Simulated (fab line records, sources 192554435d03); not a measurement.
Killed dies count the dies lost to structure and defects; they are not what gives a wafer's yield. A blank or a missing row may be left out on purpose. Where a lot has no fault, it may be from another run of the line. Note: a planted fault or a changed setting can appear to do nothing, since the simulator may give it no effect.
A struck lot beside a sound one | flow n5Finfet | 17 out of 1938 route steps
Sound: wafers L171.2, L171.4, L171.6. Struck: wafers L184.1, L184.5. The cause is named last.
Per side, at each step with rows, come the tool, then ch with its chambers, and then its first start. Under that, the readings that differ: sound wafers | struck wafers | difference of the means | sigmas: that difference in standard deviations of wafers without a fault.
alike: same words and numbers on both sides, and readings whose means sit less than 2 such deviations apart. not compared: any withheld reading, any reading some wafer has no value for, any bound like >300 that may hide the same value, and any number with overlapping values for which the record gives no deviation.
The two part at a step that has a row with sigmas, a row that says differs or no value, or rows on one side only. Numbers that don't overlap but have no deviation are shown without sigmas and don't part them. A reading missing from all wafers of one side parts the sides only when that side holds two or more wafers.

first, 4 steps without rows for these wafers: N5_BEOL_M11_HM_STRIP_39 (strips TiN in peroxide tin strip, target depth 25 nm, time 158 s); N5_BEOL_M11_SRD_40 (time 30 s); N5_BEOL_M11_PRECLEAN_42 (cleans in residue remover, time 60 s); N5_BEOL_M11_SRD_43 (time 30 s).
N5_BEOL_M11_CD_MEAS_35: the cd target is 70 nm.
  sound on cdSem-02, day 11 09:02; struck on cdSem-02, day 14 01:51
  alike: cdNm
then, 1 step without rows for these wafers: N5_BEOL_M11_CURE_72 (cures SiCOH lowk, time 120 s).
N5_BEOL_M11_DEGAS_44: time 60 s.
  sound on pvdSputter-01, day 11 09:28; struck on pvdSputter-01, day 14 02:14
  alike: heaterPowerW
N5_BEOL_M11_PRE_CLEAN_45: time 30 s.
  sound on pvdSputter-01, day 11 09:31; struck on pvdSputter-01, day 14 02:16
  alike: heaterPowerW
N5_BEOL_M11_ALD_74: deposits TaN, target thk 2 nm, pulse time 2 s, purge time 3 s.
  sound on aldMetal-02 ch 1,2,3, day 11 09:35; struck on aldMetal-04 ch 1, day 14 02:20
  alike: heaterPowerW
then, 2 steps without rows for these wafers: N5_BEOL_M11_SURFACE_TREAT_76; N5_BEOL_M11_CVD_75 (deposits Co from CCTBA/H2, target thk 2 nm, time 138.9 s).
N5_BEOL_M11_SPUTTER_48: material Cu, target thk 12 nm, time 2 s.
  sound on pvdSputter-03, day 11 10:03; struck on pvdSputter-01, day 14 02:58
reading              | sound          | struck    | difference | sigmas
throttleValvePct (%) | 30.5 32.1 32.1 | 28.3 29.7 | -2.6       | -3
N5_BEOL_M11_ECD_50: material Cu, target thk 318 nm.
  sound on ecdCu-02 ch 0,1, day 11 10:10; struck on ecdCu-01 ch 0,1, day 14 03:05
reading                                | sound             | struck    | difference | sigmas
model.Cu_of_BEOL_M11_ECD_50.thkNm (nm) | 318.4 319.8 324.2 | 548 552.8 | +230       | 
N5_BEOL_M11_ANNEAL_51: time 90 s.
  sound on rtpAnneal-02 ch 0, day 11 10:20; struck on rtpAnneal-01 ch 0, day 14 03:27
  alike: wafer_temp_C_max
N5_BEOL_M11_CMP_52: polishes, stops on SiCOH lowk, t overpolish 7 s, target thk 140 nm.
  sound on cmp-01 ch 0,1,2, day 11 10:38; struck on cmp-01 ch 0, day 14 03:45
reading             | sound          | struck      | difference | sigmas
timeToEndpointS (s) | 69.3 65.5 69.6 | 114.3 113.0 | +45.5      | +16
  alike: motorCurrentA
N5_BEOL_M11_THK_MEAS_53: measures by xrf.
  sound on filmMetro-01, day 11 10:53; struck on filmMetro-02, day 14 04:02
  alike: M11_THK
N5_PASSIVATION_PROBE_49:
  sound on prober-01, day 12 23:34; struck on prober-01, day 15 18:06
  alike: defectLimitedYield, killed_at_M0_to_M3, killed_at_M4_up, killedAtContacts, killedAtFrontEnd, killedAtOther, killedDies, killedOnRim, killedOpen, killedShort, sort_bin_5_function, sort_bin_6_memory, sort_bin_8_speed, sortNPass, sortYieldPct

WHERE THEY PART
First at N5_BEOL_M11_SPUTTER_48; last, within this record, at N5_BEOL_M11_CMP_52. Later steps at which nothing parts them and some readings are alike: N5_BEOL_M11_THK_MEAS_53, N5_PASSIVATION_PROBE_49.

WHY: what the simulator had put in
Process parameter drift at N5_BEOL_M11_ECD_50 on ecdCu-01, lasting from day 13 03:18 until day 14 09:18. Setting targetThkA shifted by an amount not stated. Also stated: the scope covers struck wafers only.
